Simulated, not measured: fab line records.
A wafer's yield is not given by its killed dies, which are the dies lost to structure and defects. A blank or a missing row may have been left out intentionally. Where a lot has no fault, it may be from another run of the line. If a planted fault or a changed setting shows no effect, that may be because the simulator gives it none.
The tool behind it: which one? || flow nand harc || 13 lots, 34 wafers sampled, at 5 steps of a route of 1302

== WHAT THE GAUGES READ, wafer by wafer ==
NHARC_END_SORT_01.
{"lot": "L438", "measured": "day 27 01:58", "on": "prober-02", "killed at array": 58, "killed at other": 1, "killed at periphery": 0, "killed dies": 59, "killed open": 4, "killed short": 0}

== WHICH TOOL RAN EACH LOT (tool, then ch and the chambers of the sampled wafers, then the start) ==
{"lot": "L434", "NHARC_A_CONTACT_DESCUM_74": "rie diel-08 ch 2,3, day 22 11:44", "NHARC_A_CONTACT_ETCH_77": "rie diel-08 ch 0,3, day 22 12:15", "NHARC_A_CONTACT_ETCH_124": "har cap etch-02 ch 0,1, day 22 13:19", "NHARC_A_CONTACT_ETCH_132": "har cap etch-02 ch 0,1, day 22 14:44"}
{"lot": "L435", "NHARC_A_CONTACT_DESCUM_74": "rie diel-05 ch 0,1,3, day 22 16:46", "NHARC_A_CONTACT_ETCH_77": "rie diel-05 ch 0,1, day 22 17:16", "NHARC_A_CONTACT_ETCH_124": "har cap etch-03 ch 1, day 22 18:19", "NHARC_A_CONTACT_ETCH_132": "har cap etch-03 ch 1, day 22 20:20"}
{"lot": "L436", "NHARC_A_CONTACT_DESCUM_74": "rie diel-08 ch 0,2, day 22 18:42", "NHARC_A_CONTACT_ETCH_77": "rie diel-08 ch 0,1,2, day 22 19:14", "NHARC_A_CONTACT_ETCH_124": "har cap etch-01 ch 0,1, day 22 20:16", "NHARC_A_CONTACT_ETCH_132": "har cap etch-01 ch 0,1, day 22 21:42"}
{"lot": "L438", "NHARC_A_CONTACT_DESCUM_74": "rie diel-05 ch 0,1, day 24 16:52", "NHARC_A_CONTACT_ETCH_77": "rie diel-05 ch 0,1, day 24 17:32", "NHARC_A_CONTACT_ETCH_124": "har cap etch-03 ch 1, day 24 18:39", "NHARC_A_CONTACT_ETCH_132": "har cap etch-03 ch 1, day 24 20:05"}
{"lot": "L441", "NHARC_A_CONTACT_DESCUM_74": "rie diel-05 ch 0, day 26 04:48", "NHARC_A_CONTACT_ETCH_77": "rie diel-05 ch 2, day 26 05:19", "NHARC_A_CONTACT_ETCH_124": "har cap etch-02 ch 0, day 26 06:26", "NHARC_A_CONTACT_ETCH_132": "har cap etch-02 ch 0, day 26 07:51"}
{"lot": "L443", "NHARC_A_CONTACT_DESCUM_74": "rie diel-05 ch 0, day 26 06:43", "NHARC_A_CONTACT_ETCH_77": "rie diel-05 ch 0, day 26 07:14", "NHARC_A_CONTACT_ETCH_124": "har cap etch-03 ch 1, day 26 08:17", "NHARC_A_CONTACT_ETCH_132": "har cap etch-03 ch 1, day 26 09:44"}
{"lot": "L447", "NHARC_A_CONTACT_DESCUM_74": "rie diel-08 ch 0,1,2, day 27 10:52", "NHARC_A_CONTACT_ETCH_77": "rie diel-08 ch 0,1,3, day 27 11:23", "NHARC_A_CONTACT_ETCH_124": "har cap etch-03 ch 0,1, day 27 12:24", "NHARC_A_CONTACT_ETCH_132": "har cap etch-03 ch 0,1, day 27 13:50"}
{"lot": "L446", "NHARC_A_CONTACT_DESCUM_74": "rie diel-08 ch 0,1,2, day 27 14:16", "NHARC_A_CONTACT_ETCH_77": "rie diel-08 ch 1,2,3, day 27 14:47", "NHARC_A_CONTACT_ETCH_124": "har cap etch-02 ch 0,1, day 27 15:52", "NHARC_A_CONTACT_ETCH_132": "har cap etch-02 ch 0,1, day 27 17:17"}
{"lot": "L449", "NHARC_A_CONTACT_DESCUM_74": "rie diel-08 ch 1,2,3, day 28 13:31", "NHARC_A_CONTACT_ETCH_77": "rie diel-08 ch 1,2,3, day 28 14:02", "NHARC_A_CONTACT_ETCH_124": "har cap etch-02 ch 0,1, day 28 15:02", "NHARC_A_CONTACT_ETCH_132": "har cap etch-02 ch 0,1, day 28 16:29"}
{"lot": "L452", "NHARC_A_CONTACT_DESCUM_74": "rie diel-12 ch 2,3, day 29 21:55", "NHARC_A_CONTACT_ETCH_77": "rie diel-12 ch 0,1,3, day 29 22:26", "NHARC_A_CONTACT_ETCH_124": "har cap etch-01 ch 0,1, day 29 23:32", "NHARC_A_CONTACT_ETCH_132": "har cap etch-01 ch 0,1, day 30 00:58"}
{"lot": "L450", "NHARC_A_CONTACT_DESCUM_74": "rie diel-08 ch 1,2,3, day 29 23:23", "NHARC_A_CONTACT_ETCH_77": "rie diel-08 ch 0,2,3, day 29 23:55", "NHARC_A_CONTACT_ETCH_124": "har cap etch-03 ch 1, day 30 00:58", "NHARC_A_CONTACT_ETCH_132": "har cap etch-03 ch 1, day 30 02:53"}
{"lot": "L453", "NHARC_A_CONTACT_DESCUM_74": "rie diel-05 ch 0,1,2, day 30 13:04", "NHARC_A_CONTACT_ETCH_77": "rie diel-05 ch 0,1,3, day 30 13:35", "NHARC_A_CONTACT_ETCH_124": "har cap etch-03 ch 0,1, day 30 14:38", "NHARC_A_CONTACT_ETCH_132": "har cap etch-03 ch 0,1, day 30 16:34"}
{"lot": "L455", "NHARC_A_CONTACT_DESCUM_74": "rie diel-05 ch 0,1,2, day 31 04:19", "NHARC_A_CONTACT_ETCH_77": "rie diel-05 ch 1,2, day 31 05:07", "NHARC_A_CONTACT_ETCH_124": "har cap etch-03 ch 0,1, day 31 06:16", "NHARC_A_CONTACT_ETCH_132": "har cap etch-03 ch 0,1, day 31 08:10"}
- NHARC_A_CONTACT_DESCUM_74: chemistry O2, time 3 s.
- NHARC_A_CONTACT_ETCH_77: etches the open film in CF4/CHF3, target depth 108.9 nm, time 54.5 s.
- NHARC_A_CONTACT_ETCH_124: etches the open film in C4F8/O2/Ar, time 140 s, target depth 700 nm.
- NHARC_A_CONTACT_ETCH_132: etches the open film in C4F8/O2/Ar, time 197 s, target depth 1924 nm.

== WHAT THE TOOLS THEMSELVES READ (means of the sampled wafers that have a number; where no wafer has one, the mark that the record gives instead) ==
NHARC_A_CONTACT_DESCUM_74.
{"lot": "L434", "tool": "rie diel-08", "drypump motor current A (A)": 5.85, "oes product au (a.u.)": 0.998, "rf vpp V (V)": 58.5, "showerhead plenum p Torr (Torr)": 1.84, "throttle valve pct (%)": 11.296}
{"lot": "L435", "tool": "rie diel-05", "drypump motor current A (A)": 5.74, "oes product au (a.u.)": 0.984, "rf vpp V (V)": 58.1, "showerhead plenum p Torr (Torr)": 1.82, "throttle valve pct (%)": 11.307}
{"lot": "L436", "tool": "rie diel-08", "drypump motor current A (A)": 6.25, "oes product au (a.u.)": 0.991, "rf vpp V (V)": 57.4, "showerhead plenum p Torr (Torr)": 1.94, "throttle valve pct (%)": 11.314}
{"lot": "L438", "tool": "rie diel-05", "drypump motor current A (A)": 5.74, "oes product au (a.u.)": 0.992, "rf vpp V (V)": 57.0, "showerhead plenum p Torr (Torr)": 1.81, "throttle valve pct (%)": 11.300}
{"lot": "L441", "tool": "rie diel-05", "drypump motor current A (A)": 5.40, "oes product au (a.u.)": 1.013, "rf vpp V (V)": 58.6, "showerhead plenum p Torr (Torr)": 1.85, "throttle valve pct (%)": 11.325}
{"lot": "L443", "tool": "rie diel-05", "drypump motor current A (A)": 5.43, "oes product au (a.u.)": 1.000, "rf vpp V (V)": 57.1, "showerhead plenum p Torr (Torr)": 1.85, "throttle valve pct (%)": 11.304}
{"lot": "L447", "tool": "rie diel-08", "drypump motor current A (A)": 6.14, "oes product au (a.u.)": 0.991, "rf vpp V (V)": 57.9, "showerhead plenum p Torr (Torr)": 1.92, "throttle valve pct (%)": 11.309}
{"lot": "L446", "tool": "rie diel-08", "drypump motor current A (A)": 6.16, "oes product au (a.u.)": 0.996, "rf vpp V (V)": 58.2, "showerhead plenum p Torr (Torr)": 1.92, "throttle valve pct (%)": 11.312}
{"lot": "L449", "tool": "rie diel-08", "drypump motor current A (A)": 6.01, "oes product au (a.u.)": 0.996, "rf vpp V (V)": 57.7, "showerhead plenum p Torr (Torr)": 1.88, "throttle valve pct (%)": 11.309}
{"lot": "L452", "tool": "rie diel-12", "drypump motor current A (A)": 5.65, "oes product au (a.u.)": 0.981, "rf vpp V (V)": 57.9, "showerhead plenum p Torr (Torr)": 1.82, "throttle valve pct (%)": 11.314}
{"lot": "L450", "tool": "rie diel-08", "drypump motor current A (A)": 6.00, "oes product au (a.u.)": 0.996, "rf vpp V (V)": 57.3, "showerhead plenum p Torr (Torr)": 1.88, "throttle valve pct (%)": 11.299}
{"lot": "L453", "tool": "rie diel-05", "drypump motor current A (A)": 5.85, "oes product au (a.u.)": 1.011, "rf vpp V (V)": 57.5, "showerhead plenum p Torr (Torr)": 1.82, "throttle valve pct (%)": 11.312}
{"lot": "L455", "tool": "rie diel-05", "drypump motor current A (A)": 5.86, "oes product au (a.u.)": 1.008, "rf vpp V (V)": 57.4, "showerhead plenum p Torr (Torr)": 1.82, "throttle valve pct (%)": 11.303}

NHARC_A_CONTACT_ETCH_77.
{"lot": "L434", "tool": "rie diel-08", "chf3 flow sccm (sccm)": 30.02, "drypump motor current A (A)": 5.90, "oes product au (a.u.)": 0.955, "rf vpp V (V)": 370.6, "showerhead plenum p Torr (Torr)": 1.55, "throttle valve pct (%)": 16.804}
{"lot": "L435", "tool": "rie diel-05", "chf3 flow sccm (sccm)": 30.03, "drypump motor current A (A)": 5.85, "oes product au (a.u.)": 0.915, "rf vpp V (V)": 367.8, "showerhead plenum p Torr (Torr)": 1.49, "throttle valve pct (%)": 16.795}
{"lot": "L436", "tool": "rie diel-08", "chf3 flow sccm (sccm)": 29.95, "drypump motor current A (A)": 6.14, "oes product au (a.u.)": 0.924, "rf vpp V (V)": 371.3, "showerhead plenum p Torr (Torr)": 1.59, "throttle valve pct (%)": 16.798}
{"lot": "L438", "tool": "rie diel-05", "chf3 flow sccm (sccm)": 29.85, "drypump motor current A (A)": 5.74, "oes product au (a.u.)": 0.840, "rf vpp V (V)": 367.9, "showerhead plenum p Torr (Torr)": 1.50, "throttle valve pct (%)": 16.798}
{"lot": "L441", "tool": "rie diel-05", "chf3 flow sccm (sccm)": 30.07, "drypump motor current A (A)": 6.07, "oes product au (a.u.)": 0.981, "rf vpp V (V)": 369.9, "showerhead plenum p Torr (Torr)": 1.54, "throttle valve pct (%)": 16.810}
{"lot": "L443", "tool": "rie diel-05", "chf3 flow sccm (sccm)": 30.01, "drypump motor current A (A)": 5.40, "oes product au (a.u.)": 0.958, "rf vpp V (V)": 368.1, "showerhead plenum p Torr (Torr)": 1.52, "throttle valve pct (%)": 16.783}
{"lot": "L447", "tool": "rie diel-08", "chf3 flow sccm (sccm)": 30.07, "drypump motor current A (A)": 5.90, "oes product au (a.u.)": 0.921, "rf vpp V (V)": 369.1, "showerhead plenum p Torr (Torr)": 1.54, "throttle valve pct (%)": 16.807}
{"lot": "L446", "tool": "rie diel-08", "chf3 flow sccm (sccm)": 29.91, "drypump motor current A (A)": 6.01, "oes product au (a.u.)": 0.919, "rf vpp V (V)": 370.2, "showerhead plenum p Torr (Torr)": 1.54, "throttle valve pct (%)": 16.810}
{"lot": "L449", "tool": "rie diel-08", "chf3 flow sccm (sccm)": 30.00, "drypump motor current A (A)": 6.01, "oes product au (a.u.)": 0.918, "rf vpp V (V)": 370.5, "showerhead plenum p Torr (Torr)": 1.54, "throttle valve pct (%)": 16.802}
{"lot": "L452", "tool": "rie diel-12", "chf3 flow sccm (sccm)": 30.01, "drypump motor current A (A)": 5.75, "oes product au (a.u.)": 0.956, "rf vpp V (V)": 368.4, "showerhead plenum p Torr (Torr)": 1.51, "throttle valve pct (%)": 16.798}
{"lot": "L450", "tool": "rie diel-08", "chf3 flow sccm (sccm)": 30.01, "drypump motor current A (A)": 6.00, "oes product au (a.u.)": 0.956, "rf vpp V (V)": 369.7, "showerhead plenum p Torr (Torr)": 1.55, "throttle valve pct (%)": 16.800}
{"lot": "L453", "tool": "rie diel-05", "chf3 flow sccm (sccm)": 29.97, "drypump motor current A (A)": 5.73, "oes product au (a.u.)": 0.917, "rf vpp V (V)": 367.0, "showerhead plenum p Torr (Torr)": 1.49, "throttle valve pct (%)": 16.799}
{"lot": "L455", "tool": "rie diel-05", "chf3 flow sccm (sccm)": 29.97, "drypump motor current A (A)": 6.07, "oes product au (a.u.)": 0.927, "rf vpp V (V)": 368.9, "showerhead plenum p Torr (Torr)": 1.51, "throttle valve pct (%)": 16.802}

== THE ANSWER, worked out from the rows above alone ==
Rule: the usual values come from the lots themselves. The widest of any qualifying gaps counts: lots, ordered by their means at a reading, are off when they make up no more than a third of the lots, leave a main group of 4 or more, and stand apart from it by 3 or more times the standard deviation of that group's means. If all means in a main group match to the digits the tables above print for the reading, that group is not used. Also off: a lot with no number at a reading for which 4 or more lots have one. The other lots that the step has rows for count as sound. Order of review: gauges by route order, followed by the tools' own readings, for which a lot's mean as printed above is used. The first step at which some lot is off is used, and at that step the reading that is off furthest; a lot without a number counts as furthest.
Off at NHARC_A_CONTACT_ETCH_77 (oes product au): L438. Main group: mean 0.937 a.u., sd 0.021.
If a tool, at that step or one of the process steps before it, ran each lot that is off and ran no sound lot following the first of them, it fits. None of those tried fits.

== WHAT THE SIMULATOR HAD INSERTED ==
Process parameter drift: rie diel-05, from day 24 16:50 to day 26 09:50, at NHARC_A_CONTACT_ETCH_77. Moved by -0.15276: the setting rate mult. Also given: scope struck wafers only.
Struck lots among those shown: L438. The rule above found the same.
